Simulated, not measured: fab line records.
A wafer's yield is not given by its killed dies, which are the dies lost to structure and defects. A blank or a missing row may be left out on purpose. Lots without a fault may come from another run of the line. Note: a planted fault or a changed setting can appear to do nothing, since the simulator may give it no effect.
Chamber matching	flow n5-finfet	rie-si-02 running N5_BEOL_M0_SAQP_MANDREL2_REMOVE_110: 4 sister chambers
The step chemistry HBr/Cl2/O2, target a-Si, stops on SiCN, bt time 10 s. 20 wafers are shown with their chamber, then 10 later ones without.

## WAFERS PAIRED WITH THEIR CHAMBERS
wafer	chamber	drypump-motor-current-A (A)	throttle-valve-pct (%)	oes-product-au (a.u.)
L075.3	2	5.8	36.49	1.017
L075.5	0	6.3	37.20	0.999
L075.6	3	5.5	36.91	1.014
L077.2	1	5.3	36.87	0.992
L077.4	3	5.5	36.92	1.030
L077.5	2	5.8	36.49	1.039
L078.1	3	5.5	36.93	1.036
L078.3	0	6.3	37.19	0.997
L078.5	1	5.3	36.88	0.975
L080.1	1	5.3	36.90	0.991
L080.3	0	6.4	37.17	0.996
L080.4	3	5.5	36.93	1.022
L082.1	1	5.3	36.90	0.985
L082.3	0	6.3	37.17	1.004
L082.4	1	5.3	36.88	0.994
L085.3	0	6.4	37.17	1.007
L085.4	2	5.8	36.50	1.022
L085.6	3	5.5	36.94	1.023
L092.1	3	5.5	36.93	1.027
L092.2	0	6.3	37.20	1.006

SIGNATURES, as means of the wafers listed above
reading	chamber 0	chamber 1	chamber 2	chamber 3	scatter within a chamber
drypump-motor-current-A	6.333	5.300	5.800	5.500	0.0289
throttle-valve-pct	37.1833	36.8860	36.4933	36.9267	0.0124
oes-product-au	1.00150	0.98740	1.02600	1.02533	0.0075
Rule: for a wafer and a chamber, the distance is found by dividing, reading by reading, the gap between the wafer's reading and the chamber's mean by the reading's scatter, squaring, summing and taking the root. The wafer belongs to the nearest chamber; if the next one is less than 2 further off, it can't be placed. The scatter is the square root of a quotient: the sum, over the shown wafers, of each reading's squared deviation from its chamber's mean, divided by wafers minus chambers.

## WAFERS WITHOUT THEIR CHAMBER
wafer	drypump-motor-current-A (A)	throttle-valve-pct (%)	oes-product-au (a.u.)
L092.6	5.5	36.91	1.028
L093.1	6.4	37.20	1.014
L093.3	5.8	36.49	1.028
L093.6	5.3	36.89	0.980
L094.1	5.5	36.92	1.027
L094.3	6.4	37.20	0.998
L094.4	5.3	36.90	0.993
L097.2	5.5	36.95	1.021
L097.5	5.8	36.51	1.021
L097.6	5.3	36.88	0.994

## THE CHAMBER EACH PASSED THROUGH
wafer	from the rows above	in truth
L092.6	3	3
L093.1	0	0
L093.3	2	2
L093.6	1	1
L094.1	3	3
L094.3	0	0
L094.4	1	1
L097.2	3	3
L097.5	2	2
L097.6	1	1
Correctly placed: 10 of 10. From these rows, 0 cannot be placed. 0 placed wrongly.
